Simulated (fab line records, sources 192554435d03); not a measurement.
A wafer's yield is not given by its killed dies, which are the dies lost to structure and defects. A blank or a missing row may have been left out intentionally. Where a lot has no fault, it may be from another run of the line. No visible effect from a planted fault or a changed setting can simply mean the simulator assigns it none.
Split-lot study | flow n5 finfet | 7 lots, 21 wafers read, on a route of 1938 steps

== THE SPLIT ==
At N5_MOL_CONTACT_COAG_EXPOSE_05 (exposes mask CA, defocus 0 nm), the setting dose mj was moved away from the recipe's 38.25 on 6 of the 21 wafers read, by -5.2% to +2.1%. The other wafers ran this setting at the recipe's value.

== FROM THE SPLIT TO THE READING: what the file shows between them, 2 steps ==
- N5_MOL_CONTACT_COAG_PEB_06: peb time 60 s
- N5_MOL_CONTACT_COAG_DEVELOP_07: develop time 30 s

== THE READING ==
cd nm, in nm, at N5_MOL_CONTACT_COAG_CD_MEAS_08 (target cd 28 nm). On this fab line, fault-free wafers typically give 28.07 nm with a standard deviation of 0.25 nm.

wafer  | tool, chamber at the split | dose mj as run | against the recipe | cd nm, nm | against lot-mates on the recipe
L074.3 | euv scanner-01, 0          | 38.25          | recipe             | 27.93     | -
L074.5 | euv scanner-01, 0          | 38.25          | recipe             | 27.96     | -
L074.6 | euv scanner-01, 0          | 38.25          | recipe             | 28.22     | -
L081.1 | euv scanner-01, 0          | 39.06          | +2.1%              | 28.82     | +0.77
L081.2 | euv scanner-01, 0          | 38.25          | recipe             | 28.05     | -
L081.6 | euv scanner-01, 0          | 39.06          | +2.1%              | 28.59     | +0.54
L082.2 | euv scanner-02, 0          | 38.25          | recipe             | 27.88     | -
L082.3 | euv scanner-02, 0          | 37.14          | -2.9%              | 27.62     | -0.43
L082.4 | euv scanner-02, 0          | 38.25          | recipe             | 28.22     | -
L089.2 | euv scanner-01, 0          | 38.25          | recipe             | 28.73     | -
L089.4 | euv scanner-01, 0          | 38.25          | recipe             | 28.03     | -
L089.6 | euv scanner-01, 0          | 38.25          | recipe             | 28.31     | -
L092.1 | euv scanner-02, 0          | 36.27          | -5.2%              | 26.90     | -1.04
L092.3 | euv scanner-02, 0          | 38.25          | recipe             | 28.10     | -
L092.5 | euv scanner-02, 0          | 38.25          | recipe             | 27.77     | -
L093.2 | euv scanner-02, 0          | 36.29          | -5.1%              | 26.94     | -1.61
L093.4 | euv scanner-02, 0          | 36.29          | -5.1%              | 26.81     | -1.74
L093.6 | euv scanner-02, 0          | 38.25          | recipe             | 28.55     | -
L096.1 | euv scanner-01, 0          | 38.25          | recipe             | 27.95     | -
L096.5 | euv scanner-01, 0          | 38.25          | recipe             | 28.14     | -
L096.6 | euv scanner-01, 0          | 38.25          | recipe             | 28.34     | -

FIT RESULTS
A straight line over all 21 wafers: cd nm changes by +0.243 nm for each +1% of dose mj; r = +0.91; the points scatter about the line by 0.23 nm.
The same after taking each lot's own level away (the mean of its wafers on the recipe; 21 wafers): +0.277 nm for each +1%; r = +0.94; scatter 0.22 nm.
Per that fit: largest dose mj move, reading shift of 1.4 nm.
The span of the lots' own levels, 27.935 to 28.550 nm, comes to 2.5 times the standard deviation stated above.
Hence the slope depends on the lot-to-lot level, as the two fits are not the same.
Check: for one of the wafers moved furthest among these (-5.2%), held out of the fit, the line's prediction against its lot-mates is -1.56 nm. It came out at -1.04 nm against them.

== OTHER SPLITS ON THESE WAFERS ==
Note: prior to the reading, these wafers also went through further splits. Each is held against what the fit with the lots' levels taken away leaves over:
other split on the same wafers | wafers away from the commonest value | r with cd nm (lot level and that fit taken away)
N5_SD_EPI_N_PEB_07 peb temp c  | 4                                    | -0.01
N5_ILD0_CMP_12 down force psi  | 5                                    | -0.40
N5_SDB_COAT_05 spin rpm        | 7                                    | +0.12
N5_HKMG_FIN_ETCH_54 source w   | 11                                   | -0.10

== THE WHOLE CHAIN: every reading that the file lists as answering this split, in the file's order ==
step                           | what it does                                                        | reading                                                                        | change (the file's fit)               | r (the file's)
N5_MOL_CONTACT_COAG_CD_MEAS_08 | target cd 28 nm                                                     | cd nm                                                                          | +0.251 nm for each +1% of the setting | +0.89
N5_MOL_CONTACT_COAG_ETCH_59    | etches underlayer in N2/H2, target depth 13 nm, time 10.4 s         | MOL_CONTACT_COAG.cd offset nm (the simulator's own value, which no gauge read) | +0.281 nm for each +1% of the setting | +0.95
N5_MOL_CONTACT_COAG_ETCH_105   | etches SiARC in CF4, target depth 15.6 nm, time 26 s                | MOL_CONTACT_COAG.cd offset nm (the simulator's own value, which no gauge read) | +0.267 nm for each +1% of the setting | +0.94
N5_MOL_CONTACT_COAG_ETCH_106   | etches SOC in N2/H2, target depth 80 nm, overetch 16 nm, time 120 s | MOL_CONTACT_COAG.cd offset nm (the simulator's own value, which no gauge read) | +0.288 nm for each +1% of the setting | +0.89

== THE FILE'S OWN FIT ==
cd nm changes by +0.251 nm for each +1% of dose mj, r = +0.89.
